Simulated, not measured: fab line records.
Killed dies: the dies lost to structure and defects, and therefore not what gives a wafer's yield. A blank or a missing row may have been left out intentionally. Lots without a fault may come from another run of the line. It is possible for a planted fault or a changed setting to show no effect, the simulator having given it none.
fab line records	flow nand_harc
[record] lots = 14	wafers = 42	last_day = 34
route steps=1302 shown A_START@389 A_ONON_D1@431 A_CHANNEL_HOLE_D1@462 END@1302
lots untouched by any fault: they come from a run of this same line in which no faults occurred
start_h: hours from the record's opening day to when the first of the lot's shown wafers began	wait_h: hours elapsed since this lot's preceding step	" same as the row above	L1.1+2: one row covering several wafers at once	- either no value or no given start	* or withheld: withheld	< > ~ a bound
route shown NAME@n: names a module that has steps shown in the file, with the first one's number in the route	usual: mean/standard deviation taken from wafers without a fault	same: alike in all rows	chamber/n: place in a boat	sites: per-site readings	_std_site: standard deviation across them	_edge_site: mean of outer sites minus mean of inner sites	radius_mm: for every site, how far away it sits from the centre of the wafer	mask NAME#n: copy n	behind: the tool/chamber that last shaped the wafer	hold: what put the lot on hold/how long, in hours/how the hold closed	device: names the non-switching transistor (n, p or np)	end of line: the same wafers' tests at the end of the route	a step with no rows: only its recipe	killed: at the first sort, the dies lost to defects and structure; wafer yield is something else	map: a wafer's dies, marking killed ones x, the rest . and places with no die _
set.NAME: the setting that was run; set.NAME@STEP: the one run at that earlier step	model.NAME: the simulator's own value behind a step, which no gauge read
one table for each step of the route and one row for each wafer, over a sample of lots
services: from which hour (start_h, from the record's first day; less than 0 if before it) a tool's chamber was out of use, for how many hours, and why
[[steps]]
[step NHARC_A_START_INSPECT_01]
[usual] raw_defect_count = 3.4/1.8
lot.wafer	tool	chamber	start_h	wait_h	raw_defect_count
L215.1	defect_inspect-02	-	138.31	-	2
L215.4	"	-	"	"	3
L215.6	"	-	"	"	3
L216.2	defect_inspect-02	-	151.65	-	4
L216.5	"	-	"	"	4
L216.6	"	-	"	"	1
L218.4	defect_inspect-02	-	166.83	-	5
L218.5	"	-	"	"	3
L218.6	"	-	"	"	1
L219.3	defect_inspect-02	-	182.46	-	2
L219.5	"	-	"	"	1
L219.6	"	-	"	"	4
L220.2	defect_inspect-01	-	185.34	-	4
L220.4	"	-	"	"	3
L220.5	"	-	"	"	5
L221.4	defect_inspect-02	-	205.13	-	9
L221.5	"	-	"	"	1
L221.6	"	-	"	"	2
L222.2	defect_inspect-01	-	205.36	-	2
L222.5	"	-	"	"	5
L222.6	"	-	"	"	3
L229.1	defect_inspect-01	-	291.56	-	2
L229.5	"	-	"	"	7
L229.6	"	-	"	"	4
L231.1	defect_inspect-01	-	304.85	-	5
L231.4	"	-	"	"	4
L231.5	"	-	"	"	1
L232.1	defect_inspect-01	-	316.47	-	4
L232.2	"	-	"	"	5
L232.3	"	-	"	"	5
L234.1	defect_inspect-02	-	327.93	-	3
L234.2	"	-	"	"	4
L234.4	"	-	"	"	4
L235.1	defect_inspect-02	-	333.10	-	3
L235.2	"	-	"	"	2
L235.5	"	-	"	"	1
L237.1	defect_inspect-02	-	360.93	-	5
L237.2	"	-	"	"	2
L237.6	"	-	"	"	2
L238.2	defect_inspect-01	-	363.68	-	0
L238.5	"	-	"	"	0
L238.6	"	-	"	"	5
[step NHARC_A_ONON_D1_THK_MEAS_11]
[recipe] thk_meas_gauge = ellipsometry
[usual] thk_nm = 1002/8.9
lot.wafer	tool	chamber	start_h	wait_h	thk_nm
L215.1	film_metro-02	-	166.32	-	1011
L215.4	"	-	"	"	1011
L215.6	"	-	"	"	1012
L216.2	film_metro-01	-	176.32	-	1008
L216.5	"	-	"	"	1009
L216.6	"	-	"	"	1009
L218.4	film_metro-01	-	192.98	-	989
L218.5	"	-	"	"	989
L218.6	"	-	"	"	989
L220.2	film_metro-02	-	209.58	-	1011
L220.4	"	-	"	"	1012
L220.5	"	-	"	"	1012
L219.3	film_metro-01	-	209.60	-	990
L219.5	"	-	"	"	988
L219.6	"	-	"	"	989
L222.2	film_metro-02	-	229.12	-	1009
L222.5	"	-	"	"	1010
L222.6	"	-	"	"	1010
L221.4	film_metro-01	-	229.14	-	1001
L221.5	"	-	"	"	1002
L221.6	"	-	"	"	1001
L229.1	film_metro-01	-	318.00	-	1008
L229.5	"	-	"	"	1007
L229.6	"	-	"	"	1009
L231.1	film_metro-02	-	334.26	-	994
L231.4	"	-	"	"	995
L231.5	"	-	"	"	993
L232.1	film_metro-01	-	343.00	-	1011
L232.2	"	-	"	"	1010
L232.3	"	-	"	"	1011
L234.1	film_metro-01	-	351.93	-	982
L234.2	"	-	"	"	984
L234.4	"	-	"	"	982
L235.1	film_metro-01	-	360.11	-	1010
L235.2	"	-	"	"	1010
L235.5	"	-	"	"	1009
L238.2	film_metro-01	-	388.45	-	1011
L238.5	"	-	"	"	1010
L238.6	"	-	"	"	1012
L237.1	film_metro-02	-	388.48	-	999
L237.2	"	-	"	"	999
L237.6	"	-	"	"	999
[step NHARC_A_ONON_D1_DEP_22]
[recipe] target_thk_a = 10000	n2_flow_sccm = 2750	n2o_flow_sccm = 2000	nh3_flow_sccm = 500	sih4_flow_sccm = 210	temp_c = 400
lot.wafer	tool	chamber	start_h	wait_h
L215.1+4+6	pecvd_onon-02	0	175.39	0.1
L216.2+5+6	pecvd_onon-04	0	185.34	0.1
L218.4+5+6	pecvd_onon-02	0	202.13	0.2
L220.2+4+5	pecvd_onon-02	0	218.59	0.1
L219.3+5+6	pecvd_onon-01	0	218.64	0.2
L222.2+5+6	pecvd_onon-01	0	239.56	0.1
L221.4+5+6	pecvd_onon-04	0	239.69	0.2
L229.1+5+6	pecvd_onon-02	0	328.10	0.1
L231.1+4+5	pecvd_onon-02	0	344.93	0.1
L232.1+2+3	pecvd_onon-01	0	353.47	0.1
L234.1+2+4	pecvd_onon-01	0	361.36	0.1
L235.1+2+5	pecvd_onon-01	0	370.22	0.1
L237.1+2+6	pecvd_onon-04	0	397.70	0.1
L238.2+5+6	pecvd_onon-01	0	397.74	0.1
[step NHARC_A_ONON_D1_THK_MEAS_24]
[recipe] thk_meas_gauge = ellipsometry
[usual] thk_nm = 1002/11
lot.wafer	tool	chamber	start_h	wait_h	thk_nm
L215.1	film_metro-02	-	175.90	-	995
L215.4	"	-	"	"	996
L215.6	"	-	"	"	995
L216.2	film_metro-01	-	185.79	-	993
L216.5	"	-	"	"	992
L216.6	"	-	"	"	992
L218.4	film_metro-02	-	202.46	-	999
L218.5	"	-	"	"	995
L218.6	"	-	"	"	997
L219.3	film_metro-02	-	219.03	-	1014
L219.5	"	-	"	"	1015
L219.6	"	-	"	"	1013
L220.2	film_metro-01	-	219.04	-	1007
L220.4	"	-	"	"	1003
L220.5	"	-	"	"	1004
L222.2	film_metro-02	-	240.02	-	999
L222.5	"	-	"	"	1000
L222.6	"	-	"	"	1001
L221.4	film_metro-02	-	240.03	-	1005
L221.5	"	-	"	"	1005
L221.6	"	-	"	"	1004
L229.1	film_metro-02	-	328.61	-	576
L229.5	"	-	"	"	577
L229.6	"	-	"	"	578
L231.1	film_metro-01	-	345.43	-	576
L231.4	"	-	"	"	573
L231.5	"	-	"	"	574
L232.1	film_metro-01	-	353.98	-	1010
L232.2	"	-	"	"	1010
L232.3	"	-	"	"	1011
L234.1	film_metro-01	-	361.87	-	988
L234.2	"	-	"	"	989
L234.4	"	-	"	"	989
L235.1	film_metro-02	-	370.73	-	1008
L235.2	"	-	"	"	1008
L235.5	"	-	"	"	1009
L238.2	film_metro-02	-	398.20	-	1020
L238.5	"	-	"	"	1022
L238.6	"	-	"	"	1022
L237.1	film_metro-01	-	398.22	-	1022
L237.2	"	-	"	"	1020
L237.6	"	-	"	"	1022
[step NHARC_A_CHANNEL_HOLE_D1_CD_MEAS_10]
[recipe] target_cd_nm = 100	landing_energy_ev = 500
[usual] cd_nm = 100.0/0.5
lot.wafer	tool	chamber	start_h	wait_h	cd_nm
L215.1	cd_sem-03	0	182.28	-	100.6
L215.4	"	0	"	"	100.0
L215.6	"	0	"	"	99.7
L216.2	cd_sem-02	0	192.00	-	100.1
L216.5	"	0	"	"	100.2
L216.6	"	0	"	"	99.5
L218.4	cd_sem-03	0	206.76	-	99.1
L218.5	"	0	"	"	99.8
L218.6	"	0	"	"	99.3
L219.3	cd_sem-02	0	223.47	-	99.9
L219.5	"	0	"	"	100.3
L219.6	"	0	"	"	100.3
L220.2	cd_sem-01	0	223.62	-	99.6
L220.4	"	0	"	"	100.3
L220.5	"	0	"	"	99.5
L222.2	cd_sem-02	0	248.39	-	99.4
L222.5	"	0	"	"	99.3
L222.6	"	0	"	"	100.1
L221.4	cd_sem-03	0	249.82	-	100.3
L221.5	"	0	"	"	99.4
L221.6	"	0	"	"	99.9
L232.1	cd_sem-03	0	358.54	-	100.2
L232.2	"	0	"	"	100.4
L232.3	"	0	"	"	100.0
L234.1	cd_sem-02	0	366.14	-	99.9
L234.2	"	0	"	"	100.1
L234.4	"	0	"	"	100.2
L235.1	cd_sem-02	0	381.52	-	99.9
L235.2	"	0	"	"	99.7
L235.5	"	0	"	"	99.2
L238.2	cd_sem-02	0	404.50	-	100.2
L238.5	"	0	"	"	99.8
L238.6	"	0	"	"	99.5
L237.1	cd_sem-01	0	405.79	-	99.9
L237.2	"	0	"	"	99.8
L237.6	"	0	"	"	100.1
[step NHARC_END_SORT_01]
[recipe] temp_c = 25
[usual] killed_at_array = 57/18	killed_at_other = 0.8/1	killed_at_periphery = 3.9/2.8	killed_dies = 62/18	killed_open = 3.4/1.8	killed_short = 2.2/1.6
[same] gross_dies = 677
lot.wafer	tool	chamber	start_h	wait_h	killed_at_array	killed_at_other	killed_at_periphery	killed_dies	killed_open	killed_short
L229.1	prober-01	0	704.87	2.5	677	0	0	677	3	1
L229.5	prober-01	0	708.03	3.7	674	0	3	677	4	0
L229.6	prober-01	0	708.82	3.9	676	0	1	677	3	3
L231.1	prober-01	0	740.99	2.5	673	2	2	677	5	0
L231.4	prober-01	0	743.41	3.4	674	2	1	677	5	2
L231.5	prober-01	0	744.21	3.7	671	0	6	677	7	2
L232.1	prober-02	0	748.90	2.5	30	2	6	38	0	2
L232.2	prober-02	0	749.68	2.8	37	0	5	42	1	0
L232.3	prober-02	0	750.47	3.1	35	0	7	42	5	6
L234.4	prober-01	0	759.07	3.4	52	0	3	55	4	3
L235.5	prober-02	0	778.94	3.8	58	2	5	65	2	5
L238.2	prober-02	0	794.91	2.8	54	1	2	57	3	2
L238.5	prober-02	0	797.28	3.7	98	0	2	100	1	2
L238.6	prober-02	0	798.07	3.9	81	1	3	85	5	5
// killed by level:class
L229.1 A_ONON_D1:area_dep=603 A_CHANNEL_HOLE_D2:chamber_film_flake=29 A_CHANNEL_HOLE_D1:chamber_film_flake=29 A_CONTACT:chamber_film_flake=7 A_SLIT:chamber_film_flake=4 A_CHANNEL_FILL_D1:geometric_particle:open=2 A_CHANNEL_HOLE_D1:geometric_particle:short=1 A_M0:geometric_particle:open=1
L229.5 A_ONON_D1:area_dep=611 A_CHANNEL_HOLE_D1:chamber_film_flake=34 A_CHANNEL_HOLE_D2:chamber_film_flake=15 A_SLIT:chamber_film_flake=4 A_CONTACT:chamber_film_flake=3 P_ZERO_WELL:chamber_film_flake=2 A_SGD_CUT:chamber_film_flake=2 A_STAIRCASE:chamber_film_flake=2
L229.6 A_ONON_D1:area_dep=607 A_CHANNEL_HOLE_D1:chamber_film_flake=29 A_CHANNEL_HOLE_D2:chamber_film_flake=20 A_SLIT:chamber_film_flake=8 A_CONTACT:chamber_film_flake=5 A_STAIRCASE:chamber_film_flake=2 P_M1:geometric_particle:short=1 A_ONON_D1:geometric_particle:open=1
L231.1 A_ONON_D1:area_dep=599 A_SLIT:chamber_film_flake=31 A_CHANNEL_HOLE_D2:chamber_film_flake=22 A_CHANNEL_HOLE_D1:chamber_film_flake=8 A_CONTACT:chamber_film_flake=3 A_STAIRCASE:chamber_film_flake=2 THIN_TSV:chamber_film_flake=2 P_M0:geometric_particle:open=1
L231.4 A_ONON_D1:area_dep=607 A_SLIT:chamber_film_flake=23 A_CHANNEL_HOLE_D2:chamber_film_flake=17 A_CHANNEL_HOLE_D1:chamber_film_flake=10 A_STAIRCASE:chamber_film_flake=4 A_SGD_CUT:chamber_film_flake=2 A_CONTACT:chamber_film_flake=2 THIN_TSV:chamber_film_flake=2
L231.5 A_ONON_D1:area_dep=603 A_CHANNEL_HOLE_D2:chamber_film_flake=23 A_SLIT:chamber_film_flake=22 A_CHANNEL_HOLE_D1:chamber_film_flake=8 A_CONTACT:chamber_film_flake=5 P_GATE:geometric_particle:open=3 A_STAIRCASE:chamber_film_flake=3 P_M0:geometric_particle:open=2
L232.1 A_CHANNEL_HOLE_D1:chamber_film_flake=7 P_M1:chamber_film_flake=5 A_SLIT:chamber_film_flake=5 A_CONTACT:chamber_film_flake=5 A_DECK1_JOINT:chamber_film_flake=2 A_CHANNEL_FILL_D1:chamber_film_flake=2 A_STAIRCASE:chamber_film_flake=2 A_BONDPAD:chamber_film_flake=2
L232.2 A_CHANNEL_HOLE_D1:chamber_film_flake=14 A_SLIT:chamber_film_flake=10 A_CONTACT:chamber_film_flake=4 A_STAIRCASE:chamber_film_flake=3 P_GATE:chamber_film_flake=2 P_M1:chamber_film_flake=2 A_ONON_D2:geometric_particle:open=1 P_STI:chamber_film_flake=1
L232.3 A_CHANNEL_HOLE_D1:chamber_film_flake=8 A_STAIRCASE:chamber_film_flake=5 A_CONTACT:chamber_film_flake=4 A_BONDPAD:chamber_film_flake=4 P_M1:chamber_film_flake=3 P_M2:geometric_particle:short=2 A_SOURCE_PLATE:geometric_particle:open=2 A_ONON_D1:geometric_particle:short=2
L234.4 A_CHANNEL_HOLE_D1:chamber_film_flake=28 A_CONTACT:chamber_film_flake=8 A_SLIT:chamber_film_flake=5 P_M2:chamber_film_flake=3 A_ONON_D1:geometric_particle:short=2 A_M1:geometric_particle:open=2 A_DECK1_JOINT:geometric_particle:open=1 A_SGD_CUT:geometric_particle:open=1
L235.5 A_SLIT:chamber_film_flake=34 A_CHANNEL_HOLE_D1:chamber_film_flake=5 A_STAIRCASE:chamber_film_flake=5 A_CHANNEL_FILL_D1:chamber_film_flake=2 A_DECK1_JOINT:chamber_film_flake=2 A_CHANNEL_HOLE_D2:chamber_film_flake=2 A_CHANNEL_FILL_D2:chamber_film_flake=2 THIN_TSV:chamber_film_flake=2
L238.2 A_SLIT:chamber_film_flake=15 A_CHANNEL_HOLE_D2:chamber_film_flake=13 A_CONTACT:chamber_film_flake=11 A_CHANNEL_HOLE_D1:chamber_film_flake=5 A_STAIRCASE:chamber_film_flake=3 A_ZERO_WELL:chamber_film_flake=2 A_CHANNEL_FILL_D2:chamber_film_flake=2 P_GATE:geometric_particle:open=1
L238.5 A_SLIT:chamber_film_flake=37 A_CHANNEL_HOLE_D2:chamber_film_flake=24 A_CHANNEL_HOLE_D1:chamber_film_flake=11 A_CONTACT:chamber_film_flake=11 A_ZERO_WELL:chamber_film_flake=5 A_STAIRCASE:chamber_film_flake=3 A_CHANNEL_FILL_D2:chamber_film_flake=2 A_ONON_D1:geometric_particle:open=1
L238.6 A_CHANNEL_HOLE_D2:chamber_film_flake=28 A_SLIT:chamber_film_flake=22 A_CHANNEL_HOLE_D1:chamber_film_flake=7 A_CONTACT:chamber_film_flake=7 A_CHANNEL_FILL_D2:chamber_film_flake=3 A_ONON_D1:geometric_particle:open=2 A_DECK1_JOINT:geometric_particle:open=2 A_ZERO_WELL:chamber_film_flake=2
[[services]]
tool	chamber	start_h	hours	kind
pecvd_onon-02	-	185.00	13.0	pm
pecvd_onon-01	-	201.38	5.0	repair
pecvd_onon-02	-	207.18	1.4	repair
pecvd_onon-01	-	269.00	13.0	pm
pecvd_onon-04	-	311.23	13.0	pm
pecvd_onon-02	-	366.00	13.0	pm
[[key]]
[first_sign] step = NHARC_A_ONON_D1_THK_MEAS_24	reading = thk_nm	direction = down	sigmas = 39	usual = 1002	struck = 576
[effect] step = NHARC_END_SORT_01	reading = killed_dies	direction = up	sigmas = 34	usual = 62	struck = 677
[more_kills_born_at] NHARC_A_ONON_D1_DEP_22@pecvd_onon-02 = 3630
met_at NHARC_A_ONON_D1_DEP_22
struck_lots L229,L231
struck_wafers L229.1,L229.5,L229.6,L231.1,L231.4,L231.5
later_rows_left_out L229.1,L229.5,L229.6,L231.1,L231.4,L231.5
tester_left_out L229,L231
not_acting_at NHARC_A_START_INSPECT_01,NHARC_A_ONON_D1_THK_MEAS_11,NHARC_A_CHANNEL_HOLE_D1_CD_MEAS_10
onset_between 218.59 328.10
[fault] kind = process_parameter_drift	tool = pecvd_onon-02	chamber = 0	onset_h = 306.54	steps = NHARC_A_ONON_D1_DEP_22	channel = target_thk_a	offset = *	shape = step	end_h = 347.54	acts_in = *	stated = *
// tester_left_out: of these lots the tester's yield and bins aren't shown, on N5 and GAA mostly nor the transistor test; their killed dies are dies lost to structure and defects alone, not to doping, threshold or leakage, so they don't give the yield
// later_rows_left_out: the simulator's readings of these wafers behind a module that went badly wrong aren't trusted and aren't shown, but for the sort
